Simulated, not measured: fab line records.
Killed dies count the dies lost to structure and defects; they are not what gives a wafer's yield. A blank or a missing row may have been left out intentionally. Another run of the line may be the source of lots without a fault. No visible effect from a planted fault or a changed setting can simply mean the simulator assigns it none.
A lot that was struck, set against a sound lot || flow n5 finfet || 34 steps out of a route of 1938
Sound: these wafers, L298.1, L298.4, L298.6. Struck: wafer L300.2 (left out: L300.4, L300.6 of the same lot, which were not struck); the cause appears at the end.
For every step that has rows: the tool of each side, followed by ch and its chambers, followed by its first start. Under that, the readings that differ: sound wafers || struck wafers || difference of the means || sigmas: that difference in standard deviations of wafers without a fault.
alike: words and numbers the same on both sides, and readings whose means are apart by under 2 such deviations; not compared: readings that were withheld, readings missing a value for some wafer, numbers with overlapping values and no deviation given by the record, and bounds like >300 which may hide the same value.
A row with sigmas, a row that says differs or no value, or rows on one side alone: a step with any of these is where the two part. Non-overlapping numbers with no deviation appear without sigmas and do not part them. A reading that every wafer of one side lacks parts them only if that side has two wafers or more.

first, 10 steps without rows for these wafers: N5_BEOL_M6_STRIP_80 (strips in N2/H2, time 10 s); N5_BEOL_M6_HM_STRIP_39 (strips TiN in peroxide tin strip, target depth 25 nm, time 158 s); N5_BEOL_M6_SRD_40 (time 30 s); N5_BEOL_M6_PRECLEAN_42 (cleans in residue remover, time 60 s); N5_BEOL_M6_SRD_43 (time 30 s); N5_BEOL_M6_CURE_75 (cures SiCOH lowk, time 120 s); N5_BEOL_M6_DEGAS_44 (time 60 s); N5_BEOL_M6_PRE_CLEAN_45 (time 30 s); N5_BEOL_M6_ALD_77 (deposits TaN, target thk 2 nm, pulse time 2 s, purge time 3 s); N5_BEOL_M6_SURFACE_TREAT_79.
N5_BEOL_M6_CVD_78: deposits Co from CCTBA/H2, target thk 2 nm, time 142.3 s.
  sound on cvd co-01 ch 0,2, day 11 14:15; struck on cvd co-01 ch 0,1,2, day 12 06:24
then, 22 steps without rows for these wafers: N5_BEOL_M6_SPUTTER_48 (material Cu, target thk 10 nm, time 1.667 s); N5_BEOL_M6_ECD_50 (material Cu, target thk 300 nm); N5_BEOL_M6_ANNEAL_51 (time 90 s); N5_BEOL_M6_CMP_52 (polishes, stops on SiCOH lowk, t overpolish 6.9 s, target thk 80 nm); N5_BEOL_M6_PRE_CLEAN_55 (time 15 s); N5_BEOL_M6_DEP_56 (deposits SiCN from 3MS/NH3, target thk 10 nm, time 17.5 s); N5_BEOL_M7_ILD_DEP_00 (deposits SiCOH lowk from DEMS/porogen, target thk 179.75 nm, time 33.4 s); N5_BEOL_M7_CURE_74 (cures SiCOH lowk, time 240 s); N5_BEOL_M7_PECVD_70 (deposits SiO2 from TEOS/O2, target thk 20 nm, time 22.7 s); N5_BEOL_M7_HM_DEP_02 (deposits TiN, target thk 20 nm); N5_BEOL_M7_COAT_59 (time 60 s, resist thk 100 nm); N5_BEOL_M7_COAT_60 (time 60 s, resist thk 35 nm); N5_BEOL_M7_COAT_05 (resist thk 90 nm); N5_BEOL_M7_EBR_07; N5_BEOL_M7_SOFTBAKE_06 (time 60 s); N5_BEOL_M7_EXPOSE_08 (exposes mask M7); N5_BEOL_M7_PEB_09 (peb time 60 s); N5_BEOL_M7_DEVELOP_10 (develop time 30 s); N5_BEOL_M7_DESCUM_16 (chemistry O2, time 7.9 s); N5_BEOL_M7_ETCH_61 (etches SiARC in CF4, target depth 45.5 nm, time 75.8 s); N5_BEOL_M7_ETCH_62 (etches SOC in N2/H2, target depth 110 nm, overetch 22 nm, time 165 s); N5_BEOL_M7_STRIP_68 (strips in N2/H2).
-- record jumps: 4 days separate the struck wafers' starts on either side; left off in module BEOL_M7, taken up again in module PASSIVATION, whose first shown step is the route's number 1936 --
N5_PASSIVATION_PROBE_49:
  the record has rows for the struck wafers here (prober-02, day 16 01:58) and none for the sound ones

## WHERE THEY PART
At N5_PASSIVATION_PROBE_49 and nowhere else, as far as this record goes.

WHY: whatever the simulator had introduced
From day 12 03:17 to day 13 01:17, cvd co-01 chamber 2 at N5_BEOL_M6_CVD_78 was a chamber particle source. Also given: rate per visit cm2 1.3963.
